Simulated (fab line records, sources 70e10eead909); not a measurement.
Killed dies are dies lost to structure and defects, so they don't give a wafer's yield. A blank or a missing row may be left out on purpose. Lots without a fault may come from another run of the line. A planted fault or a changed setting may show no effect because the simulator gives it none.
Which tool did it? | flow nand_harc | 11 lots, 33 wafers sampled, at 8 steps of a route of 1302

WHAT THE GAUGES READ, wafer by wafer
NHARC_A_CHANNEL_HOLE_D2_CD_MEAS_10: target cd 100 nm. Usual: cd_nm 100.0 nm, standard deviation 0.54.
lot  | measured     | on        | cd_nm (nm)        | flag
L334 | day 16 21:22 | cd_sem-01 | 100.2 100.4 100.8 |
L332 | day 16 22:19 | cd_sem-02 | 105.1 105.6 105.0 | OFF
L333 | day 17 06:43 | cd_sem-03 | 104.7 104.7 104.5 | OFF
L335 | day 17 21:52 | cd_sem-02 | 104.5 104.5 104.3 | OFF
L338 | day 18 08:10 | cd_sem-01 | 99.5 100.3 100.4  |
L343 | day 20 05:34 | cd_sem-02 | 99.6 98.9 98.8    |
L344 | day 21 10:16 | cd_sem-01 | 99.8 99.3 99.5    |
L346 | day 22 02:08 | cd_sem-01 | 100.1 100.4 100.8 |
L345 | day 22 03:37 | cd_sem-01 | 99.4 99.8 100.0   |
L348 | day 22 15:02 | cd_sem-03 | 100.2 99.6 100.2  |
L347 | day 22 16:25 | cd_sem-01 | 100.2 100.5 100.7 |

NHARC_A_CHANNEL_HOLE_D2_INSPECT_12. Usual: raw_defect_count 34, standard deviation 24.
lot  | measured     | on                | raw_defect_count | flag
L334 | day 17 04:06 | defect_inspect-01 | 50 57 56         |
L332 | day 17 04:10 | defect_inspect-01 | 6 8 15           |
L333 | day 17 06:50 | defect_inspect-01 | 8 9 10           |
L335 | day 17 21:59 | defect_inspect-01 | 49 65 58         |
L338 | day 18 08:17 | defect_inspect-02 | 52 67 39         |
L343 | day 20 05:41 | defect_inspect-01 | 17 14 16         |
L344 | day 21 10:23 | defect_inspect-01 | 15 15 15         |
L346 | day 22 02:15 | defect_inspect-01 | 3 5 0            |
L345 | day 22 03:44 | defect_inspect-02 | 15 12 20         |
L348 | day 22 15:09 | defect_inspect-01 | 18 28 11         |
L347 | day 22 16:32 | defect_inspect-01 | 3 4 4            |

NHARC_A_CHANNEL_HOLE_D2_CD_MEAS_31. Usual: cd_nm 89.9 nm, standard deviation 1.3.
lot  | measured     | on        | cd_nm (nm)     | flag
L334 | day 17 10:53 | cd_sem-02 | 90.2 90.5 91.3 |
L332 | day 17 15:12 | cd_sem-03 | 94.3 93.9 95.2 | OFF
L333 | day 17 16:38 | cd_sem-03 | 94.9 94.4 94.6 | OFF
L335 | day 18 08:25 | cd_sem-03 | 94.4 95.1 95.0 | OFF
L338 | day 18 20:04 | cd_sem-02 | 88.8 90.5 90.5 |
L343 | day 20 14:46 | cd_sem-01 | 90.3 88.4 88.6 |
L344 | day 21 17:18 | cd_sem-01 | 90.3 88.5 90.3 |
L346 | day 22 12:23 | cd_sem-01 | 92.4 92.7 91.6 |
L345 | day 22 12:53 | cd_sem-01 | 88.8 89.1 90.1 |
L348 | day 22 22:05 | cd_sem-02 | 89.4 88.7 87.8 |
L347 | day 22 23:27 | cd_sem-02 | 91.2 92.0 92.0 |

NHARC_END_SORT_01. Usual: killed_at_array 59, standard deviation 19; killed_at_other 1.0, standard deviation 1.1; killed_at_periphery 3.8, standard deviation 2.4; killed_dies 64, standard deviation 19; killed_open 3.3, standard deviation 2; killed_short 2.4, standard deviation 1.6.
lot  | measured     | on        | killed_at_array | killed_at_other | killed_at_periphery | killed_dies | killed_open | killed_short | flag
L334 | day 28 06:37 | prober-01 | 84 79 74        | 0 0 0           | 4 2 0               | 88 81 74    | 2 4 1       | 3 4 0        |
L332 | day 28 22:13 | prober-02 | 33 21 31        | 1 0 1           | 2 2 3               | 36 23 35    | 5 2 3       | 3 1 4        |
L333 | day 29 13:23 | prober-02 | 41 49 53        | 2 1 0           | 9 9 7               | 52 59 60    | 3 4 3       | 2 3 4        |
L335 | day 29 06:25 | prober-02 | 48 54 57        | 2 2 1           | 8 4 6               | 58 60 64    | 3 2 1       | 3 3 3        |
L338 | day 29 19:13 | prober-01 | 75 62 53        | 1 2 0           | 0 5 2               | 76 69 55    | 0 0 6       | 5 1 2        |
L343 | day 32 01:26 | prober-02 | 24 30 24        | 1 2 1           | 5 0 4               | 30 32 29    | 3 6 2       | 3 2 0        |
L344 | day 32 11:45 | prober-02 | 32 37 37        | 2 1 0           | 2 5 2               | 36 43 39    | 4 3 2       | 3 2 4        |
L346 | day 33 03:28 | prober-01 | 41 47 32        | 2 1 2           | 2 2 7               | 45 50 41    | 1 5 4       | 3 1 4        |
L345 | day 33 07:59 | prober-02 | 53 60 53        | 0 0 2           | 7 8 6               | 60 68 61    | 1 3 5       | 3 1 3        |
L348 | day 33 18:46 | prober-02 | 63 59 50        | 0 1 2           | 4 4 6               | 67 64 58    | 4 3 6       | 2 3 2        |
L347 | day 33 18:42 | prober-01 | 79 78 59        | 2 2 0           | 0 3 4               | 81 83 63    | 2 4 2       | 1 3 1        |

WHICH TOOL RAN EACH LOT (tool, then ch and the chambers of the sampled wafers, then the start)
lot  | NHARC_A_CHANNEL_HOLE_D2_DEP_00 | NHARC_A_CHANNEL_HOLE_D2_PEB_08    | NHARC_A_CHANNEL_HOLE_D2_ETCH_38    | NHARC_A_CHANNEL_HOLE_D2_XSEM_32
L334 | acl_dep-03 ch 0, day 16 18:50  | litho_track-06 ch 0, day 16 21:18 | rie_diel-02 ch 0,3, day 17 04:16   | xsem-01 ch 0, day 17 10:58
L332 | acl_dep-02 ch 0, day 16 19:59  | litho_track-06 ch 0, day 16 22:14 | rie_diel-06 ch 2,3, day 17 04:21   | xsem-02 ch 0, day 17 15:17
L333 | acl_dep-01 ch 0, day 17 04:04  | litho_track-06 ch 0, day 17 06:38 | rie_diel-06 ch 1,2,3, day 17 06:59 | xsem-01 ch 0, day 17 16:43
L335 | acl_dep-01 ch 0, day 17 19:40  | litho_track-06 ch 0, day 17 21:47 | rie_diel-02 ch 0,3, day 17 22:08   | xsem-01 ch 0, day 18 08:31
L338 | acl_dep-01 ch 0, day 18 05:30  | litho_track-01 ch 0, day 18 08:05 | rie_diel-06 ch 0,2,3, day 18 08:26 | xsem-01 ch 0, day 18 20:09
L343 | acl_dep-02 ch 0, day 20 02:54  | litho_track-04 ch 0, day 20 05:29 | rie_diel-06 ch 0,1,2, day 20 05:50 | xsem-01 ch 0, day 20 14:50
L344 | acl_dep-01 ch 0, day 21 08:33  | litho_track-04 ch 0, day 21 10:10 | rie_diel-12 ch 0,1,3, day 21 10:32 | xsem-02 ch 0, day 21 17:24
L346 | acl_dep-02 ch 0, day 21 23:29  | litho_track-06 ch 0, day 22 02:03 | rie_diel-02 ch 0,1,3, day 22 02:29 | xsem-02 ch 0, day 22 12:29
L345 | acl_dep-01 ch 0, day 22 01:14  | litho_track-04 ch 0, day 22 03:32 | rie_diel-12 ch 1,2,3, day 22 03:53 | xsem-01 ch 0, day 22 12:59
L348 | acl_dep-01 ch 0, day 22 12:32  | litho_track-06 ch 0, day 22 14:57 | rie_diel-02 ch 0,1,3, day 22 15:20 | xsem-02 ch 0, day 22 22:11
L347 | acl_dep-03 ch 0, day 22 13:46  | litho_track-06 ch 0, day 22 16:20 | rie_diel-06 ch 0,1,2, day 22 16:41 | xsem-01 ch 0, day 22 23:32
- NHARC_A_CHANNEL_HOLE_D2_DEP_00: deposits aC, target thk 3100 nm.
- NHARC_A_CHANNEL_HOLE_D2_PEB_08: peb time 65 s.
- NHARC_A_CHANNEL_HOLE_D2_ETCH_38: etches the open film in CF4, target depth 39 nm, time 65 s.
- NHARC_A_CHANNEL_HOLE_D2_XSEM_32

WHAT THE TOOLS THEMSELVES READ (means of the sampled wafers that have a number; where no wafer has one, the mark that the record gives instead)
NHARC_A_CHANNEL_HOLE_D2_DEP_00. Usual: throttle_valve_pct 34.999 %, standard deviation 0.0092.
lot  | tool       | throttle_valve_pct (%) | flag
L334 | acl_dep-03 | 35.009                 |
L332 | acl_dep-02 | 35.003                 |
L333 | acl_dep-01 | 34.997                 |
L335 | acl_dep-01 | 34.993                 |
L338 | acl_dep-01 | 34.995                 |
L343 | acl_dep-02 | 35.002                 |
L344 | acl_dep-01 | 34.997                 |
L346 | acl_dep-02 | 35.001                 |
L345 | acl_dep-01 | 35.000                 |
L348 | acl_dep-01 | 34.992                 |
L347 | acl_dep-03 | 35.002                 |

NHARC_A_CHANNEL_HOLE_D2_ETCH_38. Usual: drypump_motor_current_A 5.9 A, standard deviation 0.3; oes_product_au 0.997 a.u., standard deviation 0.01; rf_vpp_V 150.5 V, standard deviation 1.2; showerhead_plenum_p_Torr 1.72 Torr, standard deviation 0.055; throttle_valve_pct 13.283 %, standard deviation 0.0098.
lot  | tool        | drypump_motor_current_A (A) | oes_product_au (a.u.) | rf_vpp_V (V) | showerhead_plenum_p_Torr (Torr) | throttle_valve_pct (%) | flag
L334 | rie_diel-02 | 5.7                         | 0.998                 | 151.2        | 1.71                            | 13.291                 |
L332 | rie_diel-06 | 5.6                         | 0.991                 | 149.6        | 1.67                            | 13.285                 |
L333 | rie_diel-06 | 5.7                         | 0.995                 | 149.7        | 1.67                            | 13.272                 |
L335 | rie_diel-02 | 5.7                         | 0.987                 | 150.0        | 1.71                            | 13.281                 |
L338 | rie_diel-06 | 5.7                         | 1.005                 | 150.6        | 1.67                            | 13.288                 |
L343 | rie_diel-06 | 5.8                         | 1.012                 | 149.9        | 1.67                            | 13.284                 |
L344 | rie_diel-12 | 6.1                         | 1.003                 | 151.6        | 1.81                            | 13.287                 |
L346 | rie_diel-02 | 5.6                         | 0.993                 | 150.4        | 1.72                            | 13.277                 |
L345 | rie_diel-12 | 6.4                         | 1.005                 | 151.1        | 1.76                            | 13.285                 |
L348 | rie_diel-02 | 5.7                         | 1.001                 | 150.7        | 1.72                            | 13.272                 |
L347 | rie_diel-06 | 5.8                         | 0.997                 | 150.3        | 1.67                            | 13.284                 |

NHARC_A_CHANNEL_HOLE_D2_XSEM_32. Usual: bot_cd_nm 74.4 nm, standard deviation 1.5; bow_nm 8.59 nm, standard deviation 0.29; tilt_deg 0.07 degrees, standard deviation 0.035.
lot  | tool    | bot_cd_nm (nm) | bow_nm (nm) | tilt_deg (degrees) | flag
L334 | xsem-01 | 75.4           | 8.84        | 0.02               |
L332 | xsem-02 | 78.8           | 8.68        | 0.13               |
L333 | xsem-01 | 78.9           | 8.14        | 0.05               |
L335 | xsem-01 | 79.5           | 8.56        | 0.08               | OFF
L338 | xsem-01 | 73.5           | 8.43        | 0.05               |
L343 | xsem-01 | 73.4           | 8.25        | 0.00               |
L344 | xsem-02 | 74.5           | 8.40        | 0.02               |
L346 | xsem-02 | 76.7           | 8.60        | 0.06               |
L345 | xsem-01 | 73.3           | 8.78        | 0.10               |
L348 | xsem-02 | 73.4           | 8.81        | 0.10               |
L347 | xsem-01 | 76.3           | 8.78        | 0.04               |

THE ANSWER, worked out from the rows above alone
Rule: a lot is off if the mean of its wafers that have a number lies more than 3 standard deviations from the usual mean. A lot without any number at a reading at which 4 lots or more have one is off too. The other lots that the step has rows for count as sound. The gauges are gone through in route order, then the tools' own readings, and for those a lot's mean is taken as printed above. The first step at which some lot is off is used, and at that step the reading that is off furthest; a lot without a number counts as furthest.
Off: L332, L333, L335, at NHARC_A_CHANNEL_HOLE_D2_CD_MEAS_10 (cd_nm).
A tool fits if, at a process step before that reading, it ran every lot that is off, and no sound lot after the first of them. The gauges at NHARC_A_CHANNEL_HOLE_D2_CD_MEAS_10 are tried like those tools. None of those tried fits.

WHAT THE SIMULATOR HAD PUT IN
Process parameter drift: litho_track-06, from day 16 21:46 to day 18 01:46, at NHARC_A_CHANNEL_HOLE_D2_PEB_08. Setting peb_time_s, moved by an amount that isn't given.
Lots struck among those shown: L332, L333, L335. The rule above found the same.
